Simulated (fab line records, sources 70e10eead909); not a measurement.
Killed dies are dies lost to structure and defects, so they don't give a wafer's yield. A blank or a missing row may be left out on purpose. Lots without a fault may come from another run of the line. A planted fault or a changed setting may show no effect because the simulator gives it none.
Chamber matching | flow nand_harc | NHARC_P_CONTACT_DEP_30 on pecvd-01: 3 sister chambers
The step deposits SiNx, target thk 30 nm. 6 wafers are shown with their chamber, then 7 later ones without.

WAFERS WITH THEIR CHAMBER
wafer  | chamber | heater_power_outer_w (W) | heater_power_w (W)
L081.5 | 0       | 444                      | 767
L084.2 | 1       | 459                      | 784
L084.4 | 2       | 390                      | 689
L084.5 | 1       | 460                      | 762
L087.1 | 0       | 360                      | 660
L087.2 | 2       | 374                      | 690

WAFERS WITHOUT THEIR CHAMBER
wafer  | heater_power_outer_w (W) | heater_power_w (W)
L087.4 | 361                      | 679
L093.1 | 457                      | 767
L093.2 | 429                      | 724
L093.6 | 443                      | 722
L096.2 | 427                      | 718
L096.3 | 385                      | 696
L096.4 | 427                      | 728

WHICH CHAMBER EACH WENT THROUGH
wafer  | from the rows above          | in truth
L087.4 | can't be placed: 2 or 0      | 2
L093.1 | can't be placed: 1 or 0      | 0
L093.2 | can't be placed: 0 or 1 or 2 | 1
L093.6 | can't be placed: 0 or 1 or 2 | 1
L096.2 | can't be placed: 0 or 2 or 1 | 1
L096.3 | can't be placed: 2 or 0      | 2
L096.4 | can't be placed: 0 or 1 or 2 | 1
Placed correctly: 0 of 7. Can't be placed from these rows: 7 (the true chamber is among the candidates in 7). Placed wrongly: 0.
How it was worked out, from the rows above alone: a wafer's distance from a chamber is the root of the sum, over the readings, of the square of ((its reading less the chamber's mean) divided by the reading's scatter). The wafer belongs to the nearest chamber; if the next one is less than 2 further off, it can't be placed. A chamber's mean is the mean of its shown wafers. The scatter: the root of (the sum of the squares of (reading less its chamber's mean) over the shown wafers, divided by (wafers less chambers)).
